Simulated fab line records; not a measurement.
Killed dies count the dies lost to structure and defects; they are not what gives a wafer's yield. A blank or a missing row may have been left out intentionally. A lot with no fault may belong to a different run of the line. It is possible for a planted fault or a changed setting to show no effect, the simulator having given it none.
The tool behind it: which one? :: flow n5 finfet :: 29 wafers from 10 lots sampled at 6 of the route's 1938 steps

## WHAT EACH GAUGE READ, for each wafer
N5_FIN_SAQP_CD_MEAS_16: target cd 35.6 nm. Usual: cd nm at 35.5 nm, with a standard deviation of 0.36.
lot: L817
measured: day 2 03:59
on: cd sem-02
cd nm (nm): 35.4 34.8 35.3
flag: 

lot: L818
measured: day 2 10:23
on: cd sem-03
cd nm (nm): 35.8 35.5 35.8
flag: 

lot: L823
measured: day 3 15:35
on: cd sem-01
cd nm (nm): 36.5 37.0 36.8
flag: OFF

lot: L825
measured: day 4 04:32
on: cd sem-01
cd nm (nm): 36.9 36.2 37.1
flag: OFF

lot: L829
measured: day 5 03:23
on: cd sem-03
cd nm (nm): 35.2 36.0 34.6
flag: 

lot: L832
measured: day 5 21:44
on: cd sem-01
cd nm (nm): 34.8 35.0 35.2
flag: 

lot: L834
measured: day 6 09:43
on: cd sem-01
cd nm (nm): 35.3 35.4 35.1
flag: 

lot: L837
measured: day 7 03:58
on: cd sem-01
cd nm (nm): 35.7 35.5 35.8
flag: 

lot: L838
measured: day 7 10:35
on: cd sem-01
cd nm (nm): 35.4 35.5 36.0
flag: 

lot: L839
measured: day 7 16:30
on: cd sem-02
cd nm (nm): 35.8 35.8
flag: 

N5_FIN_SAQP_INSPECT_18: inspects for defects (brightfield). Usual: raw defect count at 437, with a standard deviation of 130.
lot: L817
measured: day 2 04:03
on: defect inspect-02
raw defect count: 506 432 368
flag: 

lot: L818
measured: day 2 10:28
on: defect inspect-02
raw defect count: 357 394 377
flag: 

lot: L823
measured: day 3 15:39
on: defect inspect-01
raw defect count: 455 602 628
flag: 

lot: L825
measured: day 4 04:37
on: defect inspect-01
raw defect count: 412 260 485
flag: 

lot: L829
measured: day 5 03:28
on: defect inspect-02
raw defect count: 342 269 439
flag: 

lot: L832
measured: day 5 21:48
on: defect inspect-01
raw defect count: 460 279 376
flag: 

lot: L834
measured: day 6 09:46
on: defect inspect-02
raw defect count: 459 443 512
flag: 

lot: L837
measured: day 7 04:02
on: defect inspect-01
raw defect count: 459 243 314
flag: 

lot: L838
measured: day 7 10:39
on: defect inspect-02
raw defect count: 465 307 439
flag: 

lot: L839
measured: day 7 16:34
on: defect inspect-02
raw defect count: 334 319
flag: 

N5_BEOL_M4_RC_MEAS_101. Usual: DIBL_N 36.8 mV/V, standard deviation 2.2; DIBL_P 37.0 mV/V, standard deviation 2.8; IOFF_N 0.18 nA/um, standard deviation 0.043; IOFF_P 0.23 nA/um, standard deviation 0.05; ION_N 680 uA/um, standard deviation 14; ION_P 466 uA/um, standard deviation 9.1; SS_N 71.7 mV/dec, standard deviation 0.74; SS_P 73.5 mV/dec, standard deviation 0.79; VT_N 248 mV, standard deviation 4; VT_P -249 mV, standard deviation 4.1.
lot: L817
measured: day 8 09:34
on: prober-02
DIBL_N (mV/V): 37.8 34.9 38.9
DIBL_P (mV/V): 36.7 33.9 38.6
IOFF_N (nA/um): 0.16 0.13 0.19
IOFF_P (nA/um): 0.19 0.17 0.23
ION_N (uA/um): 666 677 688
ION_P (uA/um): 450 462 463
SS_N (mV/dec): 71.9 69.7 71.8
SS_P (mV/dec): 73.9 73.0 73.7
VT_N (mV): 249 252 248
VT_P (mV): -254 -255 -251
flag: 

lot: L818
measured: day 8 01:04
on: prober-01
DIBL_N (mV/V): 39.6 35.4 37.8
DIBL_P (mV/V): 41.3 36.2 39.6
IOFF_N (nA/um): 0.29 0.17 0.23
IOFF_P (nA/um): 0.36 0.22 0.32
ION_N (uA/um): 715 691 696
ION_P (uA/um): 484 470 480
SS_N (mV/dec): 72.7 71.5 72.1
SS_P (mV/dec): 74.8 73.3 74.0
VT_N (mV): 238 247 243
VT_P (mV): -241 -246 -242
flag: 

lot: L823
measured: day 9 11:29
on: prober-02
DIBL_N (mV/V): 37.2 34.5 38.6
DIBL_P (mV/V): 36.0 33.0 38.7
IOFF_N (nA/um): 0.17 0.13 0.20
IOFF_P (nA/um): 0.22 0.18 0.26
ION_N (uA/um): 678 658 677
ION_P (uA/um): 465 457 469
SS_N (mV/dec): 72.8 71.3 72.6
SS_P (mV/dec): 73.9 72.6 73.6
VT_N (mV): 248 250 246
VT_P (mV): -248 -250 -246
flag: 

lot: L825
measured: day 10 14:59
on: prober-01
DIBL_N (mV/V): 36.7 36.1 35.3
DIBL_P (mV/V): 37.0 36.3 35.5
IOFF_N (nA/um): 0.18 0.17 0.14
IOFF_P (nA/um): 0.25 0.24 0.24
ION_N (uA/um): 681 673 662
ION_P (uA/um): 472 471 462
SS_N (mV/dec): 71.6 72.1 71.9
SS_P (mV/dec): 73.8 73.8 73.0
VT_N (mV): 246 249 253
VT_P (mV): -245 -248 -246
flag: 

lot: L829
measured: day 11 07:29
on: prober-02
DIBL_N (mV/V): 36.1 35.9 37.0
DIBL_P (mV/V): 36.5 35.4 37.1
IOFF_N (nA/um): 0.15 0.16 0.17
IOFF_P (nA/um): 0.20 0.20 0.23
ION_N (uA/um): 674 684 683
ION_P (uA/um): 462 460 463
SS_N (mV/dec): 71.9 71.3 71.3
SS_P (mV/dec): 73.4 73.3 73.4
VT_N (mV): 251 248 248
VT_P (mV): -251 -251 -248
flag: 

lot: L832
measured: day 11 15:13
on: prober-02
DIBL_N (mV/V): 38.0 38.0 34.9
DIBL_P (mV/V): 35.6 37.6 31.6
IOFF_N (nA/um): 0.16 0.18 0.12
IOFF_P (nA/um): 0.18 0.21 0.13
ION_N (uA/um): 675 678 662
ION_P (uA/um): 453 454 448
SS_N (mV/dec): 71.6 72.3 71.6
SS_P (mV/dec): 73.2 73.6 72.1
VT_N (mV): 249 249 254
VT_P (mV): -254 -251 -256
flag: 

lot: L834
measured: day 12 20:48
on: prober-02
DIBL_N (mV/V): 34.6 30.4 39.2
DIBL_P (mV/V): 34.2 29.0 40.9
IOFF_N (nA/um): 0.13 0.08 0.25
IOFF_P (nA/um): 0.19 0.12 0.31
ION_N (uA/um): 664 636 695
ION_P (uA/um): 457 441 474
SS_N (mV/dec): 70.7 69.9 71.6
SS_P (mV/dec): 73.0 71.5 74.1
VT_N (mV): 252 259 242
VT_P (mV): -251 -257 -244
flag: 

lot: L837
measured: day 13 03:29
on: prober-01
DIBL_N (mV/V): 37.4 39.8 38.5
DIBL_P (mV/V): 36.0 41.2 37.6
IOFF_N (nA/um): 0.18 0.25 0.21
IOFF_P (nA/um): 0.20 0.31 0.23
ION_N (uA/um): 687 707 683
ION_P (uA/um): 459 480 460
SS_N (mV/dec): 71.9 73.3 72.8
SS_P (mV/dec): 73.4 74.3 73.8
VT_N (mV): 249 244 247
VT_P (mV): -252 -249 -250
flag: 

lot: L838
measured: day 13 10:34
on: prober-01
DIBL_N (mV/V): 33.4 37.3 35.5
DIBL_P (mV/V): 34.3 39.2 37.2
IOFF_N (nA/um): 0.12 0.20 0.15
IOFF_P (nA/um): 0.17 0.25 0.22
ION_N (uA/um): 671 687 670
ION_P (uA/um): 460 468 466
SS_N (mV/dec): 70.6 71.6 71.4
SS_P (mV/dec): 73.1 73.7 73.1
VT_N (mV): 256 246 251
VT_P (mV): -255 -250 -250
flag: 

lot: L839
measured: day 13 11:31
on: prober-02
DIBL_N (mV/V): 36.7 37.7
DIBL_P (mV/V): 37.9 40.2
IOFF_N (nA/um): 0.20 0.22
IOFF_P (nA/um): 0.26 0.31
ION_N (uA/um): 686 701
ION_P (uA/um): 474 487
SS_N (mV/dec): 72.2 72.3
SS_P (mV/dec): 73.6 74.8
VT_N (mV): 243 242
VT_P (mV): -244 -241
flag: 

## WHAT TOOL EACH LOT RAN ON (gives the tool, then ch and the chambers of the sampled wafers, and finally the start)
lot: L817
N5_PMOS_HMC_CHANNEL_EPI_EPI_26: epi rpcvd-02 ch 0, day 2 02:01
N5_FIN_SAQP_PECVD_48: pecvd-03 ch 0,1,2, day 2 03:30
N5_FIN_SAQP_EXPOSE_13: arfi scanner-03 ch 0, day 2 03:51

lot: L818
N5_PMOS_HMC_CHANNEL_EPI_EPI_26: epi rpcvd-03 ch 0, day 2 08:29
N5_FIN_SAQP_PECVD_48: pecvd-04 ch 0,1,2, day 2 09:46
N5_FIN_SAQP_EXPOSE_13: arfi scanner-01 ch 0, day 2 10:16

lot: L823
N5_PMOS_HMC_CHANNEL_EPI_EPI_26: epi rpcvd-02 ch 0, day 3 13:51
N5_FIN_SAQP_PECVD_48: pecvd-04 ch 0,2, day 3 14:58
N5_FIN_SAQP_EXPOSE_13: arfi scanner-03 ch 0, day 3 15:28

lot: L825
N5_PMOS_HMC_CHANNEL_EPI_EPI_26: epi rpcvd-02 ch 0, day 4 02:36
N5_FIN_SAQP_PECVD_48: pecvd-03 ch 0, day 4 03:53
N5_FIN_SAQP_EXPOSE_13: arfi scanner-03 ch 0, day 4 04:25

lot: L829
N5_PMOS_HMC_CHANNEL_EPI_EPI_26: epi rpcvd-02 ch 0, day 5 01:39
N5_FIN_SAQP_PECVD_48: pecvd-03 ch 0,2, day 5 02:47
N5_FIN_SAQP_EXPOSE_13: arfi scanner-01 ch 0, day 5 03:16

lot: L832
N5_PMOS_HMC_CHANNEL_EPI_EPI_26: epi rpcvd-02 ch 0, day 5 19:54
N5_FIN_SAQP_PECVD_48: pecvd-01 ch 0,1,2, day 5 21:14
N5_FIN_SAQP_EXPOSE_13: arfi scanner-01 ch 0, day 5 21:37

lot: L834
N5_PMOS_HMC_CHANNEL_EPI_EPI_26: epi rpcvd-04 ch 0, day 6 07:54
N5_FIN_SAQP_PECVD_48: pecvd-01 ch 0,1,2, day 6 09:05
N5_FIN_SAQP_EXPOSE_13: arfi scanner-01 ch 0, day 6 09:35

lot: L837
N5_PMOS_HMC_CHANNEL_EPI_EPI_26: epi rpcvd-03 ch 0, day 7 02:17
N5_FIN_SAQP_PECVD_48: pecvd-04 ch 0,2, day 7 03:22
N5_FIN_SAQP_EXPOSE_13: arfi scanner-02 ch 0, day 7 03:50

lot: L838
N5_PMOS_HMC_CHANNEL_EPI_EPI_26: epi rpcvd-03 ch 0, day 7 08:08
N5_FIN_SAQP_PECVD_48: pecvd-03 ch 0,2, day 7 10:06
N5_FIN_SAQP_EXPOSE_13: arfi scanner-02 ch 0, day 7 10:28

lot: L839
N5_PMOS_HMC_CHANNEL_EPI_EPI_26: epi rpcvd-04 ch 0, day 7 13:34
N5_FIN_SAQP_PECVD_48: pecvd-04 ch 0,1, day 7 16:01
N5_FIN_SAQP_EXPOSE_13: arfi scanner-02 ch 0, day 7 16:23
- N5_PMOS_HMC_CHANNEL_EPI_EPI_26: deposits Si from SiH4/H2, target thk 3.8 nm, time 22.7 s.
- N5_FIN_SAQP_PECVD_48: deposits SiNx from SiH4/NH3/N2, target thk 25 nm, time 22.1 s.
- N5_FIN_SAQP_EXPOSE_13: exposes mask FIN CORE, target cd 35.6 nm.

## AS READ BY THE TOOLS THEMSELVES (means over the sampled wafers that have a number; for cases with no such wafer, the mark the record gives instead)
N5_PMOS_HMC_CHANNEL_EPI_EPI_26. Usual: throttle valve pct at 11.26 %, with a standard deviation of 0.19.
lot: L817
tool: epi rpcvd-02
throttle valve pct (%): 11.26
flag: 

lot: L818
tool: epi rpcvd-03
throttle valve pct (%): 11.44
flag: 

lot: L823
tool: epi rpcvd-02
throttle valve pct (%): 11.06
flag: 

lot: L825
tool: epi rpcvd-02
throttle valve pct (%): 11.26
flag: 

lot: L829
tool: epi rpcvd-02
throttle valve pct (%): 11.22
flag: 

lot: L832
tool: epi rpcvd-02
throttle valve pct (%): 11.14
flag: 

lot: L834
tool: epi rpcvd-04
throttle valve pct (%): 11.03
flag: 

lot: L837
tool: epi rpcvd-03
throttle valve pct (%): 11.49
flag: 

lot: L838
tool: epi rpcvd-03
throttle valve pct (%): 11.47
flag: 

lot: L839
tool: epi rpcvd-04
throttle valve pct (%): 11.17
flag: 

N5_FIN_SAQP_PECVD_48. Usual: heater power w 748 W, standard deviation 98; showerhead plenum p Torr 5.16 Torr, standard deviation 0.033; throttle valve pct 40.2 %, standard deviation 1.9.
lot: L817
tool: pecvd-03
heater power w (W): 720
showerhead plenum p Torr (Torr): 5.14
throttle valve pct (%): 39.7
flag: 

lot: L818
tool: pecvd-04
heater power w (W): 633
showerhead plenum p Torr (Torr): 5.16
throttle valve pct (%): 40.9
flag: 

lot: L823
tool: pecvd-04
heater power w (W): 702
showerhead plenum p Torr (Torr): 5.17
throttle valve pct (%): 39.2
flag: 

lot: L825
tool: pecvd-03
heater power w (W): 727
showerhead plenum p Torr (Torr): 5.15
throttle valve pct (%): 38.2
flag: 

lot: L829
tool: pecvd-03
heater power w (W): 757
showerhead plenum p Torr (Torr): 5.13
throttle valve pct (%): 38.9
flag: 

lot: L832
tool: pecvd-01
heater power w (W): 780
showerhead plenum p Torr (Torr): 5.19
throttle valve pct (%): 40.2
flag: 

lot: L834
tool: pecvd-01
heater power w (W): 841
showerhead plenum p Torr (Torr): 5.18
throttle valve pct (%): 40.2
flag: 

lot: L837
tool: pecvd-04
heater power w (W): 701
showerhead plenum p Torr (Torr): 5.16
throttle valve pct (%): 39.4
flag: 

lot: L838
tool: pecvd-03
heater power w (W): 814
showerhead plenum p Torr (Torr): 5.14
throttle valve pct (%): 39.8
flag: 

lot: L839
tool: pecvd-04
heater power w (W): 716
showerhead plenum p Torr (Torr): 5.17
throttle valve pct (%): 42.8
flag: 

N5_FIN_SAQP_EXPOSE_13. Usual: exposure dose mJ cm2 63.22, standard deviation 0.07; focus offset nm 0.1 nm, standard deviation 0.51.
lot: L817
tool: arfi scanner-03
exposure dose mJ cm2: 63.11
focus offset nm (nm): 0.0
flag: 

lot: L818
tool: arfi scanner-01
exposure dose mJ cm2: 63.26
focus offset nm (nm): -0.5
flag: 

lot: L823
tool: arfi scanner-03
exposure dose mJ cm2: 60.68
focus offset nm (nm): 0.4
flag: OFF

lot: L825
tool: arfi scanner-03
exposure dose mJ cm2: 61.15
focus offset nm (nm): -0.4
flag: OFF

lot: L829
tool: arfi scanner-01
exposure dose mJ cm2: 63.24
focus offset nm (nm): 0.4
flag: 

lot: L832
tool: arfi scanner-01
exposure dose mJ cm2: 63.37
focus offset nm (nm): -0.1
flag: 

lot: L834
tool: arfi scanner-01
exposure dose mJ cm2: 63.28
focus offset nm (nm): 0.3
flag: 

lot: L837
tool: arfi scanner-02
exposure dose mJ cm2: 63.23
focus offset nm (nm): -0.6
flag: 

lot: L838
tool: arfi scanner-02
exposure dose mJ cm2: 63.19
focus offset nm (nm): 0.2
flag: 

lot: L839
tool: arfi scanner-02
exposure dose mJ cm2: 63.09
focus offset nm (nm): 0.2
flag: 

## THE ANSWER, worked out from the rows above alone
Rule: a lot is off if the mean of its wafers that have a number lies more than 3 standard deviations from the usual mean. A lot without any number at a reading at which 4 lots or more have one is off too. Any other lot the step has rows for is counted as sound. The gauges are gone through in route order, then the tools' own readings, and for those a lot's mean is taken as printed above. At the first step where some lot is off, the reading lying furthest off is the one used; lots without a number count as furthest.
Off, at N5_FIN_SAQP_CD_MEAS_16 on cd nm: L823, L825.
A tool fits if, at a process step before that reading, it ran every lot that is off, and no sound lot after the first of them. Not tried: the gauges at N5_FIN_SAQP_CD_MEAS_16; whatever is off there is also off at N5_FIN_SAQP_EXPOSE_13, on other tools, and gauge error can't account for it. One candidate fits, namely arfi scanner-03 at N5_FIN_SAQP_EXPOSE_13. A fault onset in the window from L817 (day 2 03:51, its last sound lot) to L823 (day 3 15:28, its first lot off) fits.
The tool's own readings at N5_FIN_SAQP_EXPOSE_13 bear it out: on the lots that are off they differ by more than 5 times the standard deviation of the sound lots' means. exposure dose mJ cm2 reads 60.91 there against 63.22 on the sound lots.

## WHAT THE SIMULATOR HAD INSERTED
Drift in process parameters on arfi scanner-03 at N5_FIN_SAQP_EXPOSE_13, starting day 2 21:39. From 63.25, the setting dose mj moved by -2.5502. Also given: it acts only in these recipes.
Lots struck among those shown: L823, L825. The rule given above showed the same thing.
